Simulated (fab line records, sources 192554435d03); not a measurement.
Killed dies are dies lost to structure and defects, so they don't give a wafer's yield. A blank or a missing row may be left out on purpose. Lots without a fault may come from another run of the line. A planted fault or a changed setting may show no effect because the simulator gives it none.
Which tool did it? | flow n5_finfet | 10 lots, 30 wafers sampled, at 5 steps of a route of 1938

WHAT THE GAUGES READ, wafer by wafer
N5_WELL_APT_CD_MEAS_08: target cd 200 nm. Usual: cd_nm 199.7 nm, standard deviation 1.7.
lot  | measured    | on        | cd_nm (nm)        | flag
L570 | day 1 20:16 | cd_sem-02 | 201.5 199.8 198.5 |
L571 | day 2 01:44 | cd_sem-01 | 198.3 197.1 196.9 |
L573 | day 2 14:18 | cd_sem-01 | 198.0 200.8 203.0 |
L574 | day 2 20:20 | cd_sem-02 | 201.3 199.3 201.3 |
L575 | day 3 02:05 | cd_sem-02 | 201.5 201.8 201.4 |
L585 | day 5 13:41 | cd_sem-01 | 199.4 196.5 195.6 |
L588 | day 6 08:49 | cd_sem-01 | 200.8 197.0 195.3 |
L589 | day 6 14:02 | cd_sem-03 | 201.8 201.5 201.0 |
L590 | day 6 19:42 | cd_sem-03 | 199.7 202.2 198.8 |
L591 | day 7 01:34 | cd_sem-03 | 200.2 201.4 200.2 |

N5_WELL_APT_INSPECT_38: inspects for defects (darkfield). Usual: raw_defect_count 13, standard deviation 4.5.
lot  | measured    | on                | raw_defect_count | flag
L570 | day 1 23:47 | defect_inspect-01 | 12 22 30         |
L571 | day 2 04:50 | defect_inspect-01 | 20 14 7          |
L573 | day 2 17:19 | defect_inspect-01 | 11 10 9          |
L574 | day 3 00:15 | defect_inspect-01 | 7 14 16          |
L575 | day 3 05:18 | defect_inspect-01 | 20 21 13         |
L585 | day 5 16:40 | defect_inspect-02 | 6 9 19           |
L588 | day 6 19:53 | defect_inspect-01 | 22 13 8          |
L589 | day 6 21:08 | defect_inspect-01 | 13 6 11          |
L590 | day 6 23:44 | defect_inspect-01 | 11 11 7          |
L591 | day 7 04:57 | defect_inspect-02 | 7 13 18          |

N5_BEOL_M4_RC_MEAS_101. Usual: CJ_N 4.37, standard deviation 0.08; DIBL_N 36.1 mV/V, standard deviation 1.7; DIBL_P 35.9 mV/V, standard deviation 2.1; IOFF_N 0.154 nA/um, standard deviation 0.029; IOFF_P 0.21 nA/um, standard deviation 0.035; ION_N 673 uA/um, standard deviation 10; ION_P 463 uA/um, standard deviation 7.5; RS_PWELL 3007 ohm/sq, standard deviation 21; SS_N 71.6 mV/dec, standard deviation 0.59; SS_P 73.2 mV/dec, standard deviation 0.69; VT_N 250.5 mV, standard deviation 2.9; VT_P -250 mV, standard deviation 3.2.
lot  | measured     | on        | CJ_N           | DIBL_N (mV/V)  | DIBL_P (mV/V)  | IOFF_N (nA/um)    | IOFF_P (nA/um) | ION_N (uA/um) | ION_P (uA/um) | RS_PWELL (ohm/sq) | SS_N (mV/dec)  | SS_P (mV/dec)  | VT_N (mV)         | VT_P (mV)      | flag
L570 | day 8 05:05  | prober-01 | 4.33 4.36 4.35 | 39.6 37.8 38.2 | 38.2 35.8 36.4 | 0.231 0.185 0.194 | 0.30 0.25 0.26 | 687 672 683   | 465 468 464   | 2993 3018 3008    | 71.7 72.2 72.5 | 74.2 74.4 73.7 | 244.0 250.5 248.7 | -247 -246 -247 |
L571 | day 9 04:24  | prober-01 | 4.36 4.37 4.32 | 35.0 36.1 37.3 | 35.2 37.3 37.2 | 0.160 0.185 0.194 | 0.23 0.26 0.26 | 683 693 682   | 467 474 469   | 2997 2997 3001    | 70.9 71.6 71.8 | 73.1 73.2 73.5 | 246.9 248.3 245.2 | -249 -245 -247 |
L573 | day 9 14:58  | prober-02 | 5.05 5.06 4.97 | 34.0 39.0 36.8 | 34.3 39.3 37.0 | 0.109 0.184 0.142 | 0.14 0.20 0.18 | 651 662 664   | 443 447 453   | 3093 3095 3111    | 70.7 71.7 71.9 | 71.9 73.8 73.4 | 253.5 249.3 252.9 | -259 -254 -256 | OFF
L574 | day 9 20:05  | prober-02 | 5.05 4.97 4.79 | 35.5 36.4 36.1 | 35.7 37.4 37.3 | 0.132 0.156 0.152 | 0.22 0.24 0.24 | 662 670 673   | 461 469 466   | 3104 3074 3107    | 71.3 71.9 72.1 | 72.8 73.1 72.9 | 253.1 249.3 246.8 | -250 -248 -247 | OFF
L575 | day 9 15:22  | prober-01 | 5.12 5.06 5.09 | 36.2 33.4 34.7 | 37.0 34.0 35.1 | 0.169 0.133 0.151 | 0.25 0.20 0.22 | 677 672 677   | 468 466 468   | 3103 3127 3141    | 70.9 70.8 71.5 | 73.8 72.3 73.7 | 247.9 251.7 252.1 | -247 -248 -248 | OFF
L585 | day 12 08:46 | prober-02 | 4.27 4.30 4.42 | 37.2 34.7 36.0 | 37.7 34.4 36.1 | 0.166 0.118 0.152 | 0.28 0.22 0.25 | 678 651 671   | 480 462 471   | 3008 3005 3025    | 72.0 71.1 70.3 | 73.7 72.4 73.1 | 248.9 253.9 248.7 | -243 -247 -244 |
L588 | day 14 07:14 | prober-02 | 4.42 4.45 4.39 | 35.9 36.0 33.0 | 35.2 34.9 30.4 | 0.152 0.143 0.097 | 0.19 0.19 0.14 | 674 679 644   | 460 467 442   | 3022 3007 3024    | 72.0 72.0 71.3 | 72.5 72.0 71.1 | 250.7 252.1 255.1 | -249 -254 -257 |
L589 | day 13 14:39 | prober-02 | 4.36 4.35 4.45 | 34.0 32.3 35.7 | 33.3 32.1 34.5 | 0.125 0.120 0.151 | 0.19 0.19 0.21 | 672 676 667   | 465 475 464   | 2998 3024 2985    | 71.2 70.9 71.7 | 71.5 72.4 72.7 | 253.6 250.4 248.6 | -254 -252 -251 |
L590 | day 13 18:20 | prober-02 | 4.40 4.42 4.37 | 36.1 36.5 35.0 | 34.5 35.5 33.4 | 0.143 0.158 0.135 | 0.21 0.22 0.19 | 668 676 677   | 466 468 474   | 3012 3016 3037    | 70.9 71.9 71.2 | 72.8 72.2 72.3 | 252.3 247.6 251.1 | -247 -249 -250 |
L591 | day 14 09:39 | prober-01 | 4.30 4.35 4.38 | 36.1 35.4 36.3 | 37.7 35.9 37.1 | 0.164 0.149 0.156 | 0.21 0.18 0.19 | 686 672 677   | 467 458 461   | 3020 3003 3017    | 72.1 71.8 71.9 | 73.4 72.7 72.5 | 250.2 250.4 249.8 | -251 -250 -250 |

WHICH TOOL RAN EACH LOT (tool, then ch and the chambers of the sampled wafers, then the start)
lot  | N5_ZERO_LAYER_PECVD_02         | N5_WELL_APT_IMPLANT_32
L570 | pecvd-02 ch 0,1,2, day 1 18:22 | implanter-02 ch 0, day 1 22:17
L571 | pecvd-01 ch 0,2, day 2 00:28   | implanter-01 ch 0, day 2 03:31
L573 | pecvd-02 ch 0,1, day 2 12:17   | implanter-01 ch 0, day 2 15:56
L574 | pecvd-01 ch 0,2, day 2 18:17   | implanter-01 ch 0, day 2 22:08
L575 | pecvd-01 ch 0,1, day 3 00:17   | implanter-01 ch 0, day 3 03:46
L585 | pecvd-04 ch 0,1,2, day 5 12:17 | implanter-01 ch 0, day 5 15:23
L588 | pecvd-04 ch 1,2, day 6 06:17   | implanter-02 ch 0, day 6 18:32
L589 | pecvd-02 ch 0,2, day 6 12:28   | implanter-01 ch 0, day 6 19:34
L590 | pecvd-04 ch 0,1,2, day 6 18:18 | implanter-01 ch 0, day 6 22:14
L591 | pecvd-01 ch 0,2, day 7 00:17   | implanter-02 ch 0, day 7 03:22
- N5_ZERO_LAYER_PECVD_02: deposits SiO2 from SiH4/N2O, target thk 10 nm, time 6 s.
- N5_WELL_APT_IMPLANT_32

WHAT THE TOOLS THEMSELVES READ (means of the sampled wafers that have a number; where no wafer has one, the mark that the record gives instead)
N5_ZERO_LAYER_PECVD_02. Usual: heater_power_w 794 W, standard deviation 78; showerhead_plenum_p_Torr 8.11 Torr, standard deviation 0.13.
lot  | tool     | heater_power_w (W) | showerhead_plenum_p_Torr (Torr) | flag
L570 | pecvd-02 | 803                | 8.06                            |
L571 | pecvd-01 | 734                | 8.05                            |
L573 | pecvd-02 | 859                | 8.10                            |
L574 | pecvd-01 | 779                | 8.00                            |
L575 | pecvd-01 | 740                | 8.03                            |
L585 | pecvd-04 | 909                | 8.24                            |
L588 | pecvd-04 | 849                | 8.34                            |
L589 | pecvd-02 | 734                | 8.01                            |
L590 | pecvd-04 | 848                | 8.25                            |
L591 | pecvd-01 | 734                | 7.99                            |

N5_WELL_APT_IMPLANT_32. Usual: beam_energy_keV 49.999, standard deviation 0.016.
lot  | tool         | beam_energy_keV | flag
L570 | implanter-02 | 50.004          |
L571 | implanter-01 | 49.995          |
L573 | implanter-01 | 40.741          | OFF
L574 | implanter-01 | 40.727          | OFF
L575 | implanter-01 | 40.705          | OFF
L585 | implanter-01 | 50.017          |
L588 | implanter-02 | 49.981          |
L589 | implanter-01 | 49.996          |
L590 | implanter-01 | 49.996          |
L591 | implanter-02 | 49.989          |

THE ANSWER, worked out from the rows above alone
Rule: a lot is off if the mean of its wafers that have a number lies more than 3 standard deviations from the usual mean. A lot without any number at a reading at which 4 lots or more have one is off too. The other lots that the step has rows for count as sound. The gauges are gone through in route order, then the tools' own readings, and for those a lot's mean is taken as printed above. The first step at which some lot is off is used, and at that step the reading that is off furthest; a lot without a number counts as furthest.
Off: L573, L574, L575, at N5_BEOL_M4_RC_MEAS_101 (CJ_N).
A tool fits if, at a process step before that reading, it ran every lot that is off, and no sound lot after the first of them. The gauges at N5_BEOL_M4_RC_MEAS_101 aren't tried: what is off there is off at N5_WELL_APT_IMPLANT_32 too, on other tools, and a gauge's error can't cause that. None of those tried fits.

WHAT THE SIMULATOR HAD PUT IN
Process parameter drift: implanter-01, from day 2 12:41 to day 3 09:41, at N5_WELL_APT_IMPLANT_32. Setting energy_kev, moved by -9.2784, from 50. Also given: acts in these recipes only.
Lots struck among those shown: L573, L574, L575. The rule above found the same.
